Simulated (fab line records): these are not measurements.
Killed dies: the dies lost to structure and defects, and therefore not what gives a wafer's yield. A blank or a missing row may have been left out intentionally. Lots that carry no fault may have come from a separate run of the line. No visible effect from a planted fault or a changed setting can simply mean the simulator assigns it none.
Chamber matching    flow nand-harc    rie-diel-11 running NHARC_A_BONDPAD_DESCUM_11: 4 sister chambers
The step chemistry O2, time 3 s. 8 wafers are shown with their chamber, then 12 later ones without.

WAFERS WITH THEIR CHAMBER
wafer   chamber  drypump-motor-current-A (A)  oes-product-au (a.u.)
L897.1  0        5.9                          0.982
L900.2  2        6.5                          0.995
L900.6  3        5.6                          0.994
L899.1  2        6.5                          0.996
L899.6  1        6.2                          1.020
L901.1  1        6.2                          1.029
L901.2  0        5.9                          0.967
L901.6  3        5.7                          0.998

WAFERS WITHOUT THEIR CHAMBER
wafer   drypump-motor-current-A (A)  oes-product-au (a.u.)
L902.2  5.9                          0.971
L902.3  5.6                          1.011
L902.5  6.2                          1.024
L907.1  5.6                          1.013
L907.4  5.9                          0.999
L907.5  6.5                          1.000
L911.2  5.7                          0.998
L911.3  6.2                          1.003
L911.4  5.9                          0.989
L909.2  5.9                          0.988
L909.4  5.6                          1.000
L909.5  5.9                          0.994

THE CHAMBER EACH PASSED THROUGH
wafer   from the rows above  in truth
L902.2  0                    0
L902.3  3                    3
L902.5  1                    1
L907.1  3                    3
L907.4  0                    0
L907.5  2                    2
L911.2  3                    3
L911.3  1                    1
L911.4  0                    0
L909.2  0                    0
L909.4  3                    3
L909.5  0                    0
Correctly placed: 12 of 12. From these rows, 0 cannot be placed. Placed wrongly: 0.
How it was worked out, from the rows above alone: a wafer's distance from a chamber is the root of the sum, over the readings, of the square of ((its reading less the chamber's mean) divided by the reading's scatter). If the next closest chamber is less than 2 further off than the closest, the wafer can't be placed; otherwise it belongs to the closest. For every chamber, the mean is computed from those of its wafers that are shown. How the scatter is found: for the shown wafers, subtract from each reading the mean of its chamber, square and add these, divide the total by (wafers less chambers), then take the root.
